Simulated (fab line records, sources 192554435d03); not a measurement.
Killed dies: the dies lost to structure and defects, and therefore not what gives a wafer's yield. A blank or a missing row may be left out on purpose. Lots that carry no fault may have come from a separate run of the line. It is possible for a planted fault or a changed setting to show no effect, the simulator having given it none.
Split-lot experiment -- flow n5-finfet -- on a route of 1938 steps: 7 lots, 21 wafers read

SPLIT DETAILS
At N5_BEOL_M4_ETCH_70 (etches SOC in N2/H2, target depth 80 nm, overetch 24 nm, time 130 s), the setting time-s was moved away from the recipe's 130 s on 4 of the 21 wafers read, by -8.2% to +16.3%. For the rest of the wafers, this setting stayed at what the recipe calls for.

Reading taken at the split's own step.

THE READING
SiARC_of_BEOL_M4_COAT_68.thk-nm (the simulator's own value, which no gauge read), in nm, at N5_BEOL_M4_ETCH_70 (etches SOC in N2/H2, target depth 80 nm, overetch 24 nm, time 130 s). The file gives no usual value for it. Across the 17 wafers here that went through the recipe, the average is 5.8 nm and the standard deviation 0.11 nm.

wafer,"tool, chamber at the split","time-s as run, s",against the recipe,"SiARC_of_BEOL_M4_COAT_68.thk-nm, nm",against lot-mates on the recipe
L075.3,"rie-diel-03, 3",130,recipe,6,-
L075.5,"rie-diel-03, 3",130,recipe,6,-
L075.4,"rie-diel-03, 1",130,recipe,5.8,-
L077.1,"rie-diel-04, 1",130,recipe,5.8,-
L077.3,"rie-diel-04, 3",130,recipe,5.6,-
L077.6,"rie-diel-04, 2",119.3,-8.2%,6.4,+0.7
L084.2,"rie-diel-01, 2",130,recipe,5.6,-
L084.5,"rie-diel-01, 0,1",130,recipe,5.8,-
L084.6,"rie-diel-01, 0,1",130,recipe,5.8,-
L086.1,"rie-diel-01, 1",130,recipe,5.8,-
L086.6,"rie-diel-01, 1",130,recipe,5.8,-
L086.4,"rie-diel-01, 2",130,recipe,5.6,-
L087.3,"rie-diel-01, 3",151.2,+16.3%,4.8,-1.0
L087.4,"rie-diel-01, 1,2",130,recipe,5.8,-
L087.6,"rie-diel-01, 1,2",130,recipe,5.8,-
L091.1,"rie-diel-03, 0,3,3",130,recipe,5.8,-
L091.3,"rie-diel-03, 0,3,3",130,recipe,5.8,-
L091.4,"rie-diel-03, 0,3,3",130,recipe,5.8,-
L097.4,"rie-diel-01, 3,1",146,+12.3%,5,-0.8
L097.5,"rie-diel-01, 3,1",146,+12.3%,5,-0.8
L097.6,"rie-diel-01, 0",130,recipe,5.8,-
Where a row lists several chambers, the file gives one row for several wafers and doesn't say which wafer went through which chamber.

FIT RESULTS
A straight line over all 21 wafers: SiARC_of_BEOL_M4_COAT_68.thk-nm changes by -0.064 nm for each +1% of time-s; r = -0.96; the points scatter about the line by 0.1 nm.
The same after taking each lot's own level away (the mean of its wafers on the recipe; 21 wafers): -0.0662 nm for each +1%; r = -0.98; scatter 0.082 nm.
According to that fit, moving time-s by its largest amount changes the reading by 1.1 nm.
Measured against the standard deviation above, the lots' own levels, which go from 5.70 to 5.93 nm, span 2.2 times it.
So the lot-to-lot level changes the slope little: the two slopes agree.
Check: -1.12 nm against its lot-mates is what the line predicts for one of the wafers moved furthest among these (+16.3%) when that wafer is left out of the fit. Against them it came out at -1 nm.

OTHER SPLITS ON THESE WAFERS
Before the reading, these wafers also passed through other splits. Each is held against what the fit with the lots' levels taken away leaves over:
other split on the same wafers,wafers away from the commonest value,r with SiARC_of_BEOL_M4_COAT_68.thk-nm (lot level and that fit taken away)
N5_BEOL_M4_EXPOSE_08 dose-mj,8,-0.17

THE FILE'S OWN FIT
SiARC_of_BEOL_M4_COAT_68.thk-nm changes by -0.0658 nm for each +1% of time-s, r = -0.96.
